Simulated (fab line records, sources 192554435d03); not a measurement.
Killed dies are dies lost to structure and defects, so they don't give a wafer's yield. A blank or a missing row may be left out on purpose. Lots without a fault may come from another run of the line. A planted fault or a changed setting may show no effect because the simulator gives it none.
Chamber matching | flow n5_finfet | N5_FIN_SAQP_MANDREL_ETCH_22 on rie_si-03: 4 sister chambers
The step etches a-Si in HBr/Cl2, stops on SiNx, target depth 60 nm, bt time 10 s, time 30 s. 14 wafers are shown with their chamber, then 7 later ones without.

WAFERS WITH THEIR CHAMBER
wafer  | chamber | drypump_motor_current_A (A) | oes_product_au (a.u.) | bias_w (W)
L082.1 | 3       | 5.2                         | 0.763                 | 75.11
L082.2 | 2       | 4.9                         | 0.794                 | 75.21
L082.6 | 2       | 5.0                         | 0.795                 | 74.77
L083.1 | 0       | 5.6                         | 0.760                 | 74.84
L083.4 | 0       | 5.6                         | 0.780                 | 74.40
L083.5 | 3       | 5.2                         | 0.766                 | 74.96
L087.3 | 0       | 5.6                         | 0.754                 | 74.71
L087.4 | 2       | 4.9                         | 0.801                 | 74.96
L087.6 | 1       | 5.5                         | 0.784                 | 74.60
L089.4 | 3       | 5.3                         | 0.748                 | 75.18
L089.5 | 0       | 5.6                         | 0.751                 | 75.18
L089.6 | 1       | 5.5                         | 0.777                 | 75.04
L090.1 | 3       | 5.2                         | 0.758                 | 74.94
L090.3 | 0       | 5.7                         | 0.752                 | 74.82

SIGNATURES (means of the wafers above)
reading                 | chamber 0 | chamber 1 | chamber 2 | chamber 3 | scatter within a chamber
drypump_motor_current_A | 5.620     | 5.500     | 4.933     | 5.225     | 0.0471
oes_product_au          | 0.75940   | 0.78050   | 0.79667   | 0.75875   | 0.00905
bias_w                  | 74.7900   | 74.8200   | 74.9800   | 75.0475   | 0.234
Rule: a wafer's distance from a chamber is the root of the sum, over the readings, of the square of ((its reading less the chamber's mean) divided by the reading's scatter). The wafer belongs to the nearest chamber; if the next one is less than 2 further off, it can't be placed. The scatter: the root of (the sum of the squares of (reading less its chamber's mean) over the shown wafers, divided by (wafers less chambers)).

WAFERS WITHOUT THEIR CHAMBER
wafer  | drypump_motor_current_A (A) | oes_product_au (a.u.) | bias_w (W)
L090.5 | 4.9                         | 0.797                 | 74.87
L091.1 | 4.9                         | 0.791                 | 74.87
L091.2 | 5.2                         | 0.758                 | 75.03
L091.3 | 5.6                         | 0.770                 | 75.31
L093.2 | 5.6                         | 0.751                 | 75.06
L093.5 | 5.6                         | 0.769                 | 74.80
L093.6 | 5.4                         | 0.772                 | 74.79

WHICH CHAMBER EACH WENT THROUGH
wafer  | from the rows above     | in truth
L090.5 | 2                       | 2
L091.1 | 2                       | 2
L091.2 | 3                       | 3
L091.3 | can't be placed: 0 or 1 | 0
L093.2 | 0                       | 0
L093.5 | can't be placed: 0 or 1 | 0
L093.6 | can't be placed: 1 or 3 | 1
Placed correctly: 4 of 7. Can't be placed from these rows: 3 (the true chamber is among the candidates in 3). Placed wrongly: 0.
